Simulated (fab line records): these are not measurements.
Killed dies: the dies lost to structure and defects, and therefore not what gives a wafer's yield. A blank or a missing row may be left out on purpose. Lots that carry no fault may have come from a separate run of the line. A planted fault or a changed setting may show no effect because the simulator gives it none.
Matching of chambers | flow nand_harc | NHARC_P_M2_ETCH_35 on rie_diel-12: 4 sister chambers
The step etches the open film in N2/H2, target depth 40 nm, overetch 12 nm, time 43.94 s. 18 wafers are shown with their chamber, then 9 later ones without.

## WAFERS PAIRED WITH THEIR CHAMBERS
wafer  | chamber | rf_vpp_V (V) | oes_product_au (a.u.) | throttle_valve_pct (%)
L081.2 | 1       | 432.9        | 0.978                 | 14.195
L081.3 | 2       | 427.7        | 1.012                 | 14.174
L081.6 | 1       | 432.7        | 0.985                 | 14.181
L080.3 | 0       | 426.1        | 0.994                 | 14.184
L080.4 | 1       | 432.8        | 0.991                 | 14.164
L080.6 | 2       | 430.7        | 1.014                 | 14.166
L085.2 | 2       | 429.3        | 1.008                 | 14.166
L085.4 | 3       | 429.8        | 0.985                 | 14.150
L085.6 | 3       | 428.4        | 0.996                 | 14.165
L089.1 | 2       | 428.9        | 0.982                 | 14.165
L089.3 | 0       | 425.7        | 1.008                 | 14.151
L089.4 | 1       | 434.3        | 0.989                 | 14.172
L090.1 | 1       | 433.1        | 0.987                 | 14.175
L090.3 | 3       | 429.2        | 0.981                 | 14.186
L090.4 | 3       | 429.2        | 0.985                 | 14.169
L091.3 | 3       | 428.6        | 0.983                 | 14.173
L091.5 | 0       | 427.2        | 1.000                 | 14.159
L091.6 | 1       | 432.1        | 0.974                 | 14.178

SIGNATURES, as means of the wafers listed above
reading            | chamber 0 | chamber 1 | chamber 2 | chamber 3 | scatter within a chamber
rf_vpp_V           | 426.333   | 432.983   | 429.150   | 429.040   | 0.831
oes_product_au     | 1.00067   | 0.98400   | 1.00400   | 0.98600   | 0.00894
throttle_valve_pct | 14.16467  | 14.17750  | 14.16775  | 14.16860  | 0.0115
Rule: a wafer's distance from a chamber is the root of the sum, over the readings, of the square of ((its reading less the chamber's mean) divided by the reading's scatter). The wafer belongs to the nearest chamber; if the next one is less than 2 further off, it can't be placed. How the scatter is found: for the shown wafers, subtract from each reading the mean of its chamber, square and add these, divide the total by (wafers less chambers), then take the root.

## WAFERS MISSING THEIR CHAMBER
wafer  | rf_vpp_V (V) | oes_product_au (a.u.) | throttle_valve_pct (%)
L092.1 | 427.2        | 0.985                 | 14.167
L092.2 | 425.3        | 1.005                 | 14.169
L092.5 | 425.3        | 1.008                 | 14.187
L094.1 | 429.2        | 0.996                 | 14.175
L094.2 | 429.8        | 0.987                 | 14.172
L094.5 | 426.9        | 1.020                 | 14.180
L095.1 | 426.1        | 1.019                 | 14.167
L095.4 | 430.7        | 0.990                 | 14.179
L095.5 | 430.1        | 0.992                 | 14.169

## CHAMBER TAKEN BY EACH
wafer  | from the rows above          | in truth
L092.1 | can't be placed: 0 or 3 or 2 | 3
L092.2 | 0                            | 0
L092.5 | 0                            | 0
L094.1 | can't be placed: 2 or 3      | 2
L094.2 | can't be placed: 3 or 2      | 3
L094.5 | can't be placed: 0 or 2      | 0
L095.1 | can't be placed: 0 or 2      | 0
L095.4 | can't be placed: 3 or 2 or 1 | 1
L095.5 | can't be placed: 3 or 2      | 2
Placed correctly: 2 of 9. Not placeable from these rows: 7 (in 7, the candidates include the true chamber). Wrongly placed: 0.
